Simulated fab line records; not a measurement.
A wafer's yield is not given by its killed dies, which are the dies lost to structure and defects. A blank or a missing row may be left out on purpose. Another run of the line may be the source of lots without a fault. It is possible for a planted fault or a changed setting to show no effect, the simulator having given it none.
The tool behind it: which one? + flow n5-finfet + 24 lots, 72 wafers sampled, at 5 steps of a route of 1938

== WHAT EACH GAUGE READ, for each wafer ==
N5_BEOL_M4_CD_MEAS_28: target cd 26.2 nm, target cd y 24.1 nm. Usual: cd-nm reads 26.23 nm (standard deviation 0.25).
| lot  | measured     | on        | cd-nm (nm)        | flag |
|------|--------------|-----------|-------------------|------|
| L074 | day 7 11:37  | cd-sem-02 | 25.85 25.86 26.33 |      |
| L075 | day 7 16:10  | cd-sem-02 | 26.36 26.13 26.35 |      |
| L076 | day 7 17:25  | cd-sem-01 | 26.00 26.53 26.43 |      |
| L077 | day 8 02:16  | cd-sem-03 | 26.84 26.13 26.44 |      |
| L079 | day 8 12:47  | cd-sem-03 | 26.37 26.17 26.26 |      |
| L078 | day 8 19:32  | cd-sem-01 | 26.42 26.05 26.11 |      |
| L080 | day 9 01:50  | cd-sem-02 | 26.19 25.99 25.95 |      |
| L081 | day 9 07:56  | cd-sem-01 | 26.25 26.13 26.01 |      |
| L082 | day 9 15:07  | cd-sem-03 | 26.34 26.31 26.43 |      |
| L083 | day 9 22:35  | cd-sem-02 | 26.37 25.95 26.38 |      |
| L084 | day 10 03:55 | cd-sem-01 | 26.45 26.31 26.27 |      |
| L085 | day 10 04:06 | cd-sem-01 | 26.46 26.18 26.10 |      |
| L086 | day 10 16:53 | cd-sem-02 | 26.45 26.16 26.10 |      |
| L087 | day 11 11:22 | cd-sem-03 | 26.15 26.26 26.16 |      |
| L088 | day 11 12:15 | cd-sem-03 | 26.39 25.96 26.15 |      |
| L090 | day 12 02:30 | cd-sem-03 | 26.26 26.03 26.73 |      |
| L089 | day 12 03:11 | cd-sem-01 | 26.28 25.99 26.21 |      |
| L091 | day 12 06:47 | cd-sem-01 | 26.52 26.55 26.09 |      |
| L092 | day 12 07:28 | cd-sem-03 | 25.98 26.25 25.84 |      |
| L094 | day 12 09:23 | cd-sem-03 | 26.47 26.66 26.46 |      |
| L093 | day 12 13:32 | cd-sem-02 | 26.40 26.60 26.08 |      |
| L095 | day 12 17:15 | cd-sem-03 | 26.42 25.90 26.26 |      |
| L096 | day 14 00:16 | cd-sem-03 | 26.15 26.40 26.73 |      |
| L097 | day 14 02:17 | cd-sem-01 | 26.12 26.02 26.32 |      |

N5_BEOL_M4_OVL_MEAS_29. Usual: V3_OVL gives -0.1 nm (standard deviation 0.61).
| lot  | measured     | on         | V3_OVL (nm)    | flag |
|------|--------------|------------|----------------|------|
| L074 | day 7 11:39  | overlay-02 | 0.5 0.9 0.7    |      |
| L075 | day 7 16:13  | overlay-01 | -0.4 0.8 0.4   |      |
| L076 | day 7 17:26  | overlay-02 | -0.4 -0.5 0.0  |      |
| L077 | day 8 02:19  | overlay-01 | 0.0 0.1 -0.8   |      |
| L079 | day 8 12:49  | overlay-01 | -0.8 -0.5 -0.3 |      |
| L078 | day 8 19:34  | overlay-01 | 1.0 1.2 0.7    |      |
| L080 | day 9 01:53  | overlay-01 | -0.8 -0.3 -0.2 |      |
| L081 | day 9 07:58  | overlay-01 | -0.7 -0.3 -0.4 |      |
| L082 | day 9 15:08  | overlay-02 | -0.2 0.1 -0.6  |      |
| L083 | day 9 22:37  | overlay-02 | -0.7 -0.1 -1.3 |      |
| L084 | day 10 03:58 | overlay-02 | 0.3 -0.4 -0.5  |      |
| L085 | day 10 04:08 | overlay-02 | -1.5 -0.4 -0.8 |      |
| L086 | day 10 16:55 | overlay-01 | -0.4 -1.1 -0.8 |      |
| L087 | day 11 11:25 | overlay-01 | -0.6 0.3 -0.9  |      |
| L088 | day 11 12:17 | overlay-01 | -0.1 0.4 -0.3  |      |
| L090 | day 12 02:33 | overlay-01 | -0.3 0.2 -0.4  |      |
| L089 | day 12 03:13 | overlay-02 | 0.6 0.0 1.2    |      |
| L091 | day 12 06:49 | overlay-01 | -0.7 -0.9 -0.3 |      |
| L092 | day 12 07:30 | overlay-01 | 0.4 0.2 -0.3   |      |
| L094 | day 12 09:25 | overlay-02 | -0.3 0.4 -0.1  |      |
| L093 | day 12 13:35 | overlay-02 | 0.9 0.5 0.0    |      |
| L095 | day 12 17:17 | overlay-02 | 0.4 0.0 -0.4   |      |
| L096 | day 14 00:18 | overlay-02 | -0.2 -0.1 0.3  |      |
| L097 | day 14 02:19 | overlay-02 | 0.3 0.7 0.0    |      |

N5_BEOL_M4_CD_MEAS_35: target cd 18 nm, target cd y 22.4 nm. Usual: cd-nm reads 18.0 nm (standard deviation 0.47).
| lot  | measured     | on        | cd-nm (nm)     | flag |
|------|--------------|-----------|----------------|------|
| L074 | day 7 13:37  | cd-sem-02 | 17.5 17.0 18.0 |      |
| L075 | day 7 19:20  | cd-sem-02 | 17.3 18.1 17.1 |      |
| L076 | day 7 19:26  | cd-sem-03 | 18.5 17.5 17.6 |      |
| L077 | day 8 03:34  | cd-sem-02 | 17.9 17.9 18.5 |      |
| L079 | day 8 17:12  | cd-sem-02 | 18.0 18.5 18.0 |      |
| L078 | day 8 20:59  | cd-sem-02 | 17.4 18.1 17.7 |      |
| L080 | day 9 04:13  | cd-sem-02 | 18.7 17.5 17.8 |      |
| L081 | day 9 16:46  | cd-sem-02 | 18.0 18.0 18.0 |      |
| L082 | day 9 22:07  | cd-sem-02 | 18.1 17.7 17.4 |      |
| L083 | day 10 02:28 | cd-sem-02 | 17.9 18.4 18.1 |      |
| L084 | day 10 05:41 | cd-sem-01 | 18.2 19.4 17.8 |      |
| L085 | day 10 10:04 | cd-sem-01 | 17.9 17.8 18.1 |      |
| L086 | day 11 04:05 | cd-sem-01 | 17.9 18.3 18.4 |      |
| L087 | day 11 12:26 | cd-sem-02 | 18.0 18.2 18.0 |      |
| L088 | day 11 13:11 | cd-sem-03 | 17.4 17.6 17.8 |      |
| L090 | day 12 04:02 | cd-sem-03 | 18.7 18.7 18.5 |      |
| L089 | day 12 06:35 | cd-sem-03 | 18.9 18.3 17.4 |      |
| L091 | day 12 12:24 | cd-sem-03 | 17.9 17.3 18.2 |      |
| L092 | day 12 15:15 | cd-sem-01 | 17.9 17.9 17.9 |      |
| L094 | day 12 15:31 | cd-sem-02 | 17.9 18.5 17.8 |      |
| L093 | day 12 21:02 | cd-sem-03 | 19.0 18.4 18.3 |      |
| L095 | day 12 21:02 | cd-sem-03 | 17.5 17.5 18.0 |      |
| L096 | day 14 01:18 | cd-sem-03 | 18.2 18.0 18.7 |      |
| L097 | day 14 03:46 | cd-sem-03 | 17.3 18.1 17.7 |      |

== WHICH TOOL RAN EACH LOT (tool, then ch and the chambers of the sampled wafers, then the start) ==
| lot  | N5_BEOL_M4_STRIP_66                | N5_BEOL_M4_STRIP_97                           |
|------|------------------------------------|-----------------------------------------------|
| L074 | rie-diel-01 ch 0,3, day 7 10:57    | rie-diel-01 ch 0,1,2, day 7 13:37 or earlier  |
| L075 | rie-diel-02 ch 0,2,3, day 7 15:24  | rie-diel-04 ch 2,3, day 7 19:20 or earlier    |
| L076 | rie-diel-01 ch 0,2,3, day 7 16:52  | rie-diel-01 ch 1,2,3, day 7 19:26 or earlier  |
| L077 | rie-diel-02 ch 0,1, day 8 01:36    | rie-diel-02 ch 0,1,3, day 8 03:34 or earlier  |
| L079 | rie-diel-01 ch 0,1,2, day 8 12:12  | rie-diel-01 ch 1,2,3, day 8 17:12 or earlier  |
| L078 | rie-diel-01 ch 1,2,3, day 8 18:47  | rie-diel-04 ch 0,2, day 8 20:59 or earlier    |
| L080 | rie-diel-01 ch 0,1,2, day 9 01:10  | rie-diel-01 ch 1,2,3, day 9 04:13 or earlier  |
| L081 | rie-diel-01 ch 0,1, day 9 07:23    | rie-diel-01 ch 1,3, day 9 16:46 or earlier    |
| L082 | rie-diel-01 ch 0,1,3, day 9 14:33  | rie-diel-01 ch 0,1,2, day 9 22:07 or earlier  |
| L083 | rie-diel-01 ch 0,1,3, day 9 22:02  | rie-diel-02 ch 1,2,3, day 10 02:28 or earlier |
| L084 | rie-diel-04 ch 1,2, day 10 03:10   | rie-diel-04 ch 2,3, day 10 05:41 or earlier   |
| L085 | rie-diel-01 ch 0,1,2, day 10 03:23 | rie-diel-01 ch 0,2,3, day 10 10:04 or earlier |
| L086 | rie-diel-04 ch 0,2, day 10 16:16   | rie-diel-01 ch 0,3, day 11 04:05 or earlier   |
| L087 | rie-diel-01 ch 1,3, day 11 10:42   | rie-diel-01 ch 1,2, day 11 12:26 or earlier   |
| L088 | rie-diel-04 ch 0,2,3, day 11 11:43 | rie-diel-02 ch 2,3, day 11 13:11 or earlier   |
| L090 | rie-diel-01 ch 0,1,2, day 12 01:34 | rie-diel-02 ch 0,1,2, day 12 04:02 or earlier |
| L089 | rie-diel-01 ch 0,3, day 12 02:35   | rie-diel-02 ch 0,3, day 12 06:35 or earlier   |
| L091 | rie-diel-02 ch 1,2, day 12 06:01   | rie-diel-04 ch 0,2,3, day 12 12:24 or earlier |
| L092 | rie-diel-01 ch 0,2, day 12 06:38   | rie-diel-01 ch 0,1,3, day 12 15:15 or earlier |
| L094 | rie-diel-02 ch 0,1,2, day 12 08:31 | rie-diel-02 ch 0,1,2, day 12 15:31 or earlier |
| L093 | rie-diel-01 ch 1,2, day 12 12:37   | rie-diel-02 ch 0,1,3, day 12 21:02 or earlier |
| L095 | rie-diel-02 ch 0,3, day 12 16:26   | rie-diel-01 ch 1,2,3, day 12 21:02 or earlier |
| L096 | rie-diel-04 ch 1,3, day 13 23:41   | rie-diel-04 ch 0,1,2, day 14 01:18 or earlier |
| L097 | rie-diel-02 ch 1,2,3, day 14 01:33 | rie-diel-04 ch 0,2,3, day 14 03:46 or earlier |
- N5_BEOL_M4_STRIP_66: strips in CF4.
- N5_BEOL_M4_STRIP_97: strips in N2/H2, time 10 s.

== AS READ BY THE TOOLS THEMSELVES (means over the sampled wafers that have a number; for cases with no such wafer, the mark the record gives instead) ==
N5_BEOL_M4_STRIP_66. Usual: cf4-flow-sccm 149.9 sccm, standard deviation 0.44; drypump-motor-current-A 5.5 A, standard deviation 0.43; oes-product-au 0.81 a.u., standard deviation 0.073; rf-vpp-V 271.6 V, standard deviation 1.2; showerhead-plenum-p-Torr 1.81 Torr, standard deviation 0.042; throttle-valve-pct 13.35 %, standard deviation 0.25.
| lot  | tool        | cf4-flow-sccm (sccm) | drypump-motor-current-A (A) | oes-product-au (a.u.) | rf-vpp-V (V) | showerhead-plenum-p-Torr (Torr) | throttle-valve-pct (%) | flag |
|------|-------------|----------------------|-----------------------------|-----------------------|--------------|---------------------------------|------------------------|------|
| L074 | rie-diel-01 | 150.4                | 5.1                         | 0.76                  | 271.5        | 1.82                            | 13.25                  |      |
| L075 | rie-diel-02 | 149.9                | 6.2                         | 0.84                  | 269.8        | 1.77                            | 13.46                  |      |
| L076 | rie-diel-01 | 149.8                | 5.3                         | 0.80                  | 272.5        | 1.83                            | 13.33                  |      |
| L077 | rie-diel-02 | 150.2                | 5.9                         | 0.88                  | 270.9        | 1.76                            | 13.48                  |      |
| L079 | rie-diel-01 | 150.0                | 5.6                         | 0.84                  | 271.7        | 1.84                            | 13.30                  |      |
| L078 | rie-diel-01 | 150.3                | 5.3                         | 0.85                  | 272.2        | 1.81                            | 13.16                  |      |
| L080 | rie-diel-01 | 150.3                | 5.6                         | 0.83                  | 271.7        | 1.83                            | 13.32                  |      |
| L081 | rie-diel-01 | 149.8                | 5.6                         | 0.84                  | 273.1        | 1.83                            | 13.22                  |      |
| L082 | rie-diel-01 | 149.7                | 5.3                         | 0.79                  | 271.6        | 1.82                            | 13.26                  |      |
| L083 | rie-diel-01 | 150.1                | 5.3                         | 0.78                  | 272.2        | 1.82                            | 13.27                  |      |
| L084 | rie-diel-04 | 150.2                | 5.0                         | 0.84                  | 271.3        | 1.84                            | 13.21                  |      |
| L085 | rie-diel-01 | 150.0                | 5.6                         | 0.82                  | 271.9        | 1.83                            | 13.34                  |      |
| L086 | rie-diel-04 | 149.8                | 5.6                         | 0.86                  | 270.9        | 1.79                            | 13.43                  |      |
| L087 | rie-diel-01 | 149.7                | 5.0                         | 0.78                  | 271.9        | 1.80                            | 13.12                  |      |
| L088 | rie-diel-04 | 149.6                | 5.5                         | 0.87                  | 271.8        | 1.80                            | 13.36                  |      |
| L090 | rie-diel-01 | 150.0                | 5.6                         | 0.80                  | 271.7        | 1.83                            | 13.38                  |      |
| L089 | rie-diel-01 | 150.5                | 5.1                         | 0.73                  | 273.1        | 1.80                            | 13.34                  |      |
| L091 | rie-diel-02 | 150.0                | 5.7                         | 0.79                  | 269.7        | 1.74                            | 13.20                  |      |
| L092 | rie-diel-01 | 149.4                | 5.6                         | 0.73                  | 272.1        | 1.84                            | 13.58                  |      |
| L094 | rie-diel-02 | 150.0                | 5.9                         | 0.82                  | 270.2        | 1.75                            | 13.37                  |      |
| L093 | rie-diel-01 | 150.1                | 5.6                         | 0.83                  | 271.1        | 1.81                            | 13.31                  |      |
| L095 | rie-diel-02 | 149.3                | 6.2                         | 0.79                  | 270.9        | 1.76                            | 13.75                  |      |
| L096 | rie-diel-04 | 149.9                | 5.3                         | 0.86                  | 273.1        | 1.87                            | 13.40                  |      |
| L097 | rie-diel-02 | 150.2                | 5.9                         | 0.75                  | 271.0        | 1.74                            | 13.42                  |      |

N5_BEOL_M4_STRIP_97. Usual: drypump-motor-current-A 5.5 A, standard deviation 0.45; oes-product-au 0.82 a.u., standard deviation 0.077; rf-vpp-V 59.2 V, standard deviation 0.88; showerhead-plenum-p-Torr 2.55 Torr, standard deviation 0.075; throttle-valve-pct 23.45 %, standard deviation 0.19.
| lot  | tool        | drypump-motor-current-A (A) | oes-product-au (a.u.) | rf-vpp-V (V) | showerhead-plenum-p-Torr (Torr) | throttle-valve-pct (%) | flag |
|------|-------------|-----------------------------|-----------------------|--------------|---------------------------------|------------------------|------|
| L074 | rie-diel-01 | 5.6                         | 0.88                  | 59.7         | 2.61                            | 23.29                  |      |
| L075 | rie-diel-04 | 5.1                         | 0.80                  | 59.7         | 2.60                            | 23.81                  |      |
| L076 | rie-diel-01 | 5.3                         | 0.88                  | 59.5         | 2.58                            | 23.38                  |      |
| L077 | rie-diel-02 | 5.9                         | 0.82                  | 59.3         | 2.47                            | 23.48                  |      |
| L079 | rie-diel-01 | 5.3                         | 0.87                  | 58.3         | 2.58                            | 23.40                  |      |
| L078 | rie-diel-04 | 5.3                         | 0.87                  | 58.4         | 2.55                            | 23.70                  |      |
| L080 | rie-diel-01 | 5.3                         | 0.86                  | 60.0         | 2.57                            | 23.40                  |      |
| L081 | rie-diel-01 | 5.1                         | 0.81                  | 58.8         | 2.57                            | 23.40                  |      |
| L082 | rie-diel-01 | 5.6                         | 0.84                  | 59.6         | 2.60                            | 23.31                  |      |
| L083 | rie-diel-02 | 5.9                         | 0.78                  | 59.1         | 2.48                            | 23.37                  |      |
| L084 | rie-diel-04 | 5.4                         | 0.92                  | 59.6         | 2.59                            | 23.63                  |      |
| L085 | rie-diel-01 | 5.3                         | 0.78                  | 58.6         | 2.59                            | 23.45                  |      |
| L086 | rie-diel-01 | 5.3                         | 0.73                  | 59.9         | 2.60                            | 23.35                  |      |
| L087 | rie-diel-01 | 5.6                         | 0.87                  | 58.6         | 2.57                            | 23.30                  |      |
| L088 | rie-diel-02 | 6.2                         | 0.78                  | 58.3         | 2.48                            | 23.33                  |      |
| L090 | rie-diel-02 | 5.9                         | 0.82                  | 58.8         | 2.46                            | 23.41                  |      |
| L089 | rie-diel-02 | 6.2                         | 0.80                  | 58.8         | 2.47                            | 23.59                  |      |
| L091 | rie-diel-04 | 5.5                         | 0.87                  | 59.4         | 2.54                            | 23.61                  |      |
| L092 | rie-diel-01 | 5.3                         | 0.77                  | 59.4         | 2.58                            | 23.34                  |      |
| L094 | rie-diel-02 | 5.9                         | 0.81                  | 59.2         | 2.46                            | 23.41                  |      |
| L093 | rie-diel-02 | 5.9                         | 0.77                  | 58.8         | 2.46                            | 23.53                  |      |
| L095 | rie-diel-01 | 5.3                         | 0.81                  | 59.3         | 2.56                            | 23.44                  |      |
| L096 | rie-diel-04 | 5.4                         | 0.82                  | 59.7         | 2.58                            | 23.60                  |      |
| L097 | rie-diel-04 | 5.5                         | 0.85                  | 59.2         | 2.54                            | 23.62                  |      |

== THE ANSWER, worked out from the rows above alone ==
Rule: lot off if the mean of its wafers having a number is beyond 3 standard deviations from the usual mean. A lot without any number at a reading at which 4 lots or more have one is off too. All remaining lots with rows at the step are treated as sound. First the gauges in route order, then the tools' own readings, where a lot's mean is used as printed above. The first step at which some lot is off is used, and at that step the reading that is off furthest; a lot without a number counts as furthest.
No lot is off at any reading shown: from this, nothing can be told.

== WHAT WAS PUT IN BY THE SIMULATOR ==
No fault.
